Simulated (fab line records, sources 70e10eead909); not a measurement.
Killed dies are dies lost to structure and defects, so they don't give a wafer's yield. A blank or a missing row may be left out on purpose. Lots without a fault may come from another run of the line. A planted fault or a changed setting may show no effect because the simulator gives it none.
Chamber matching | flow nand_harc | NHARC_A_STAIRCASE_ETCH_444 on rie_diel-08: 4 sister chambers
The step etches the open film in C4F8/O2, target depth 10200 nm, time 3400 s. 8 wafers are shown with their chamber, then 9 later ones without.

WAFERS WITH THEIR CHAMBER
wafer  | chamber | rf_vpp_V (V) | oes_product_au (a.u.)
L078.5 | 1       | 814          | 0.942
L084.1 | 0       | 805          | 0.957
L085.2 | 2       | 811          | 0.918
L085.3 | 3       | 810          | 0.924
L085.6 | 0       | 805          | 0.937
L087.1 | 2       | 813          | 0.936
L087.3 | 1       | 812          | 0.933
L087.5 | 3       | 811          | 0.922

WAFERS WITHOUT THEIR CHAMBER
wafer  | rf_vpp_V (V) | oes_product_au (a.u.)
L089.1 | 811          | 0.933
L089.3 | 805          | 0.940
L089.6 | 813          | 0.934
L092.2 | 805          | 0.933
L092.4 | 813          | 0.928
L092.5 | 814          | 0.921
L096.3 | 810          | 0.936
L096.5 | 811          | 0.928
L096.6 | 812          | 0.939

WHICH CHAMBER EACH WENT THROUGH
wafer  | from the rows above          | in truth
L089.1 | can't be placed: 3 or 2 or 1 | 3
L089.3 | 0                            | 0
L089.6 | can't be placed: 1 or 2      | 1
L092.2 | 0                            | 0
L092.4 | can't be placed: 1 or 2 or 3 | 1
L092.5 | can't be placed: 1 or 2 or 3 | 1
L096.3 | can't be placed: 3 or 2 or 1 | 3
L096.5 | can't be placed: 3 or 2 or 1 | 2
L096.6 | can't be placed: 1 or 2 or 3 | 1
Placed correctly: 2 of 9. Can't be placed from these rows: 7 (the true chamber is among the candidates in 7). Placed wrongly: 0.
How it was worked out, from the rows above alone: a wafer's distance from a chamber is the root of the sum, over the readings, of the square of ((its reading less the chamber's mean) divided by the reading's scatter). The wafer belongs to the nearest chamber; if the next one is less than 2 further off, it can't be placed. A chamber's mean is the mean of its shown wafers. The scatter: the root of (the sum of the squares of (reading less its chamber's mean) over the shown wafers, divided by (wafers less chambers)).
